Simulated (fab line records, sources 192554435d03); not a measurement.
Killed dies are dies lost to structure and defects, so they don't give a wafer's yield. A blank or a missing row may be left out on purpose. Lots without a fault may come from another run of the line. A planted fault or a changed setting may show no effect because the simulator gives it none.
A struck lot beside a sound one | flow n5_finfet | 27 steps out of a route of 1938
Sound: wafers L181.2, L181.3, L181.6. Struck: wafers L177.1, L177.3, L177.5. The cause comes at the end.
At each step with rows: each side's tool, then ch and its chambers, then its first start. Under that, the readings that differ: sound wafers | struck wafers | difference of the means | sigmas: that difference in standard deviations of wafers without a fault.
alike: readings whose means differ by less than 2 such deviations, and words and numbers that are the same on both sides. not compared: withheld readings, readings that some wafer has no value for, bounds like >300 that may hide the same value, and numbers for which the record gives no deviation and whose values overlap.
The two part at a step that has a row with sigmas, a row that says differs or no value, or rows on one side only. Numbers that don't overlap but have no deviation are shown without sigmas and don't part them. A reading that every wafer of one side lacks parts them only if that side has two wafers or more.

first, 12 steps without rows for these wafers: N5_HKMG_FIN_ETCH_58 (etches SOC in N2/H2, target depth 215.8 nm, time 741 s); N5_HKMG_FIN_STRIP_93 (strips SOC in N2/H2, time 20 s); N5_HKMG_FIN_WET_ETCH_76 (etches Al2O3 in dNH4OH, stops on La2O3, target depth 2.25 nm, rinse time 30 s); N5_HKMG_FIN_STRIP_60 (strips in N2/H2, time 360 s); N5_HKMG_FIN_WET_ETCH_77 (etches La2O3 in dHCl, stops on HfO2, target depth 2 nm); N5_HKMG_FIN_WET_ETCH_78 (etches Al2O3 in dNH4OH, stops on La2O3, target depth 4.5 nm, rinse time 30 s); N5_HKMG_FIN_ALD_79 (deposits TiN, target thk 1.5 nm, pulse time 1 s, purge time 3 s); N5_HKMG_FIN_CVD_62 (deposits a-Si from Si2H6, target thk 3 nm, time 20.8 s); N5_HKMG_FIN_RTA_80 (time 2 s); N5_HKMG_FIN_PRECLEAN_64 (cleans in dHF, time 30 s); N5_HKMG_FIN_WET_ETCH_65 (etches a-Si in TMAH, stops on TiN, time 49 s, target depth 3 nm); N5_HKMG_FIN_WET_ETCH_81 (etches TiN in SC1, stops on HfO2, time 57 s, target depth 6 nm).
N5_HKMG_FIN_WET_ETCH_82: etches La2O3 in dHCl, stops on HfO2, target depth 2 nm, rinse time 30 s.
  sound on wet_bench-05 ch 4,5,6, day 9 19:35; struck on wet_bench-06 ch 0,2,3, day 8 21:08
then, 10 steps without rows for these wafers: N5_HKMG_FIN_ALD_36 (deposits TiN, target thk 1 nm, pulse time 1 s, purge time 3 s); N5_HKMG_FIN_PWFM_ALD_03 (deposits TiN, target thk 2 nm, pulse time 1 s, purge time 3 s); N5_HKMG_FIN_COAT_29 (time 60 s, resist thk 300 nm); N5_HKMG_FIN_COAT_30 (time 60 s, resist thk 35 nm); N5_HKMG_FIN_COAT_06 (resist thk 90 nm); N5_HKMG_FIN_EBR_08; N5_HKMG_FIN_SOFTBAKE_07 (time 60 s); N5_HKMG_FIN_EXPOSE_09 (exposes mask NWFM); N5_HKMG_FIN_PEB_10 (peb time 60 s); N5_HKMG_FIN_DEVELOP_11 (develop time 30 s).
N5_HKMG_FIN_INSPECT_14: inspects for defects (macro).
  sound on defect_inspect-01, day 9 20:44; struck on defect_inspect-02, day 8 22:16
  reading          | sound | struck         | difference | sigmas
  raw_defect_count | 2 3 4 | >300 >300 >300 | differs    |
then, 1 step without rows for these wafers: N5_HKMG_FIN_DESCUM_17 (chemistry O2, time 7.9 s).
-- the record jumps here: 4 days lie between the struck wafers' starts before and after (it left off in module HKMG_FIN and takes up again in module BEOL_M4, whose first step shown is number 1111 of the route) --
N5_BEOL_M4_RC_MEAS_101:
  sound on prober-01 ch 0, day 13 17:56; struck on prober-01 ch 0, day 12 23:48
  alike: DIBL_N, DIBL_P, IOFF_N, IOFF_P, ION_N, ION_P, SS_N, SS_P, VT_N, VT_P
-- the record jumps here: 4 days lie between the struck wafers' starts before and after (it left off in module BEOL_M4 and takes up again in module PASSIVATION, whose first step shown is number 1936 of the route) --
N5_PASSIVATION_PROBE_49:
  the record has rows for the struck wafers here (prober-01, day 17 04:18) and none for the sound ones

WHERE THEY PART
First at N5_HKMG_FIN_INSPECT_14; last, within this record, at N5_PASSIVATION_PROBE_49.

WHY: what the simulator had put in
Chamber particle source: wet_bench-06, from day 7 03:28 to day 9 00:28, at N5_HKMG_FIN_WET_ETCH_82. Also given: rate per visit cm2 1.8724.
